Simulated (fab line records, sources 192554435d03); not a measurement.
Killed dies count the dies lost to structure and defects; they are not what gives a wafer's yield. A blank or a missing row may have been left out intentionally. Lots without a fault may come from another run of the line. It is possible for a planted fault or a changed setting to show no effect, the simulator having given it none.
One fault seen from 2 desks || flow n5 finfet || numbers are kept per desk, each desk with only its own; the story behind them comes last

== FROM THE METROLOGY DESK ==
What the gauges read for every lot (on any tool): the sampled wafers with a number, averaged. A lot is out of limits, marked OUT, if its mean lies more than 4 standard deviations from the usual mean; the brackets give that distance. 7 of its 11 readings are shown, namely those furthest out on some lot.
Columns: A = cd nm at N5_BEOL_M4_CD_MEAS_35, usual 17.9 nm; B = DIBL_N at N5_BEOL_M4_RC_MEAS_101, usual 36.1 mV/V; C = DIBL_P at N5_BEOL_M4_RC_MEAS_101, usual 35.8 mV/V; D = ION_P at N5_BEOL_M4_RC_MEAS_101, usual 461 uA/um; E = SS_P at N5_BEOL_M4_RC_MEAS_101, usual 73.3 mV/dec; F = VT_N at N5_BEOL_M4_RC_MEAS_101, usual 250 mV; G = VT_P at N5_BEOL_M4_RC_MEAS_101, usual -250 mV
{"lot": "L327", "first seen here": "day 8 03:32", "A": 17.8, "B": 36.3, "C": 35.9, "D": 462, "E": 73.7, "F": 248, "G": -252}
{"lot": "L332", "first seen here": "day 9 06:23", "A": 17.4, "B": 38.6, "C": 39.0, "D": 465, "E": 74.1, "F": 249, "G": -246}
{"lot": "L333", "first seen here": "day 9 10:05", "A": 17.9, "B": 34.5, "C": 34.1, "D": 451, "E": 72.8, "F": 255, "G": -255}
{"lot": "L334", "first seen here": "day 9 19:06", "A": 18.1, "B": 36.6, "C": 35.4, "D": 466, "E": 73.2, "F": 248, "G": -247}
{"lot": "L335", "first seen here": "day 10 06:56", "A": 17.7, "B": 37.4, "C": 36.4, "D": 467, "E": 73.2, "F": 251, "G": -247}
{"lot": "L336", "first seen here": "day 10 13:46", "A": 18.2, "B": 36.4, "C": 35.8, "D": 454, "E": 73.7, "F": 251, "G": -252}
{"lot": "L337", "first seen here": "day 10 14:01", "A": 17.8, "B": 35.4, "C": 36.1, "D": 455, "E": 73.0, "F": 253, "G": -255}
{"lot": "L338", "first seen here": "day 11 01:20", "A": 17.6, "B": 35.2, "C": 35.9, "D": 471, "E": 72.8, "F": 248, "G": -251}
{"lot": "L339", "first seen here": "day 11 05:41", "A": 17.7, "B": 36.4, "C": 35.4, "D": 460, "E": 73.2, "F": 251, "G": -248}
{"lot": "L343", "first seen here": "day 12 06:05", "A": 17.9, "B": 38.6, "C": 39.6, "D": 462, "E": 74.2, "F": 246, "G": -252}
{"lot": "L346", "first seen here": "day 12 16:15", "A": 17.8, "B": 34.8, "C": 34.0, "D": 454, "E": 72.7, "F": 252, "G": -251}
{"lot": "L349", "first seen here": "day 13 09:01", "A": 17.7, "B": 37.0, "C": 35.8, "D": 470, "E": 72.9, "F": 246, "G": -245}
This desk's verdict: no lot among the 12 shows anything out of limits.

== THE TOOL OWNER'S DESK: cvd co-02 ==
The tool's own readings at N5_BEOL_M4_CVD_47 (deposits Co from CCTBA/H2, target thk 3 nm, time 223.8 s): means of the sampled wafers that have a number, for each lot that ran on this tool. A lot is out of limits, marked OUT, if its mean lies more than 4 standard deviations from the usual mean; the brackets give that distance.
Columns: A = run length s at N5_BEOL_M4_CVD_47, usual 246.9 s
{"lot": "L327", "first seen here": "day 8 04:14", "A": 246.9}
{"lot": "L332", "first seen here": "day 9 07:48", "A": 247.5}
{"lot": "L333", "first seen here": "day 9 10:41", "A": 246.8}
{"lot": "L334", "first seen here": "day 9 19:59", "A": 247.2}
{"lot": "L335", "first seen here": "day 10 07:58", "A": 247.1}
{"lot": "L337", "first seen here": "day 10 15:09", "A": "310.1 (+99 or more) OUT"}
{"lot": "L339", "first seen here": "day 11 07:35", "A": "342.0 (+99 or more) OUT"}
{"lot": "L343", "first seen here": "day 12 07:21", "A": "436.7 (+99 or more) OUT"}
Finding of this desk: L337, L339, L343 out of limits; the first was L337 at day 10 15:09, on run length s at N5_BEOL_M4_CVD_47. L327, L332, L333, L334, L335 stayed within limits.

== PUT TOGETHER ==
The tool owner's desk could have raised an alarm at day 10 15:09, on L337, L339, L343.
Metrology desk: nothing out of limits seen.
The metrology desk has L337, L339, L343 on record, within its limits.
N5_BEOL_M4_CVD_47 was run on cvd co-02 by each of the lots named.

== WHAT WAS PUT IN BY THE SIMULATOR ==
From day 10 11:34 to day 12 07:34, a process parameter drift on cvd co-02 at N5_BEOL_M4_CVD_47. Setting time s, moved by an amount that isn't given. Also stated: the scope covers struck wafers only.
Struck lots among those shown: L337, L339, L343.
How many hours passed from the start of the fault until each desk's first out-of-limits reading: the tool owner's desk, 4.
